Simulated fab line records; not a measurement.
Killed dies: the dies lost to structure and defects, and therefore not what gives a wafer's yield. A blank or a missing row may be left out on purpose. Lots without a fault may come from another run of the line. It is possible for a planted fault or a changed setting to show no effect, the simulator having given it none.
Chamber matching	flow nand-harc	NHARC_A_STAIRCASE_DESCUM_291 on rie-diel-02: 4 sister chambers
The step chemistry O2, time 3 s. 14 wafers are shown with their chamber, then 7 later ones without.

== WAFERS, EACH WITH ITS CHAMBER ==
wafer	chamber	showerhead-plenum-p-Torr (Torr)	drypump-motor-current-A (A)	throttle-valve-pct (%)
L615.1	3	1.94	5.6	11.297
L615.3	1	1.89	6.0	11.303
L615.6	1	1.89	6.0	11.328
L616.3	1	1.89	6.0	11.314
L616.5	2	1.80	5.9	11.325
L616.6	1	1.89	6.0	11.316
L620.1	3	1.93	5.7	11.296
L620.4	2	1.80	5.8	11.316
L620.6	1	1.89	6.0	11.306
L625.1	0	1.77	5.1	11.318
L625.5	2	1.79	5.8	11.312
L625.6	1	1.89	6.0	11.323
L633.1	1	1.88	6.1	11.312
L633.4	2	1.79	5.8	11.307

SIGNATURES (means of the wafers above)
reading	chamber 0	chamber 1	chamber 2	chamber 3	scatter within a chamber
showerhead-plenum-p-Torr	1.7700	1.8886	1.7950	1.9350	0.00486
drypump-motor-current-A	5.100	6.014	5.825	5.650	0.0459
throttle-valve-pct	11.31800	11.31457	11.31500	11.29650	0.00801
Rule: for a wafer and a chamber, the distance is found by dividing, reading by reading, the gap between the wafer's reading and the chamber's mean by the reading's scatter, squaring, summing and taking the root. If the next closest chamber is less than 2 further off than the closest, the wafer can't be placed; otherwise it belongs to the closest. How the scatter is found: for the shown wafers, subtract from each reading the mean of its chamber, square and add these, divide the total by (wafers less chambers), then take the root.

== WAFERS WITHOUT THEIR CHAMBER ==
wafer	showerhead-plenum-p-Torr (Torr)	drypump-motor-current-A (A)	throttle-valve-pct (%)
L633.5	1.88	6.0	11.312
L635.1	2.07	5.1	11.328
L635.2	1.79	5.8	11.321
L635.3	1.92	5.7	11.304
L638.1	1.79	5.8	11.293
L638.5	1.92	5.7	11.305
L638.6	1.79	5.8	11.302

== WHICH CHAMBER EACH ONE RAN IN ==
wafer	from the rows above	in truth
L633.5	1	1
L635.1	3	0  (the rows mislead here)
L635.2	2	2
L635.3	3	3
L638.1	2	2
L638.5	3	3
L638.6	2	2
Correctly placed: 6 of 7. Not placeable from these rows: 0. Placed wrongly: 1.
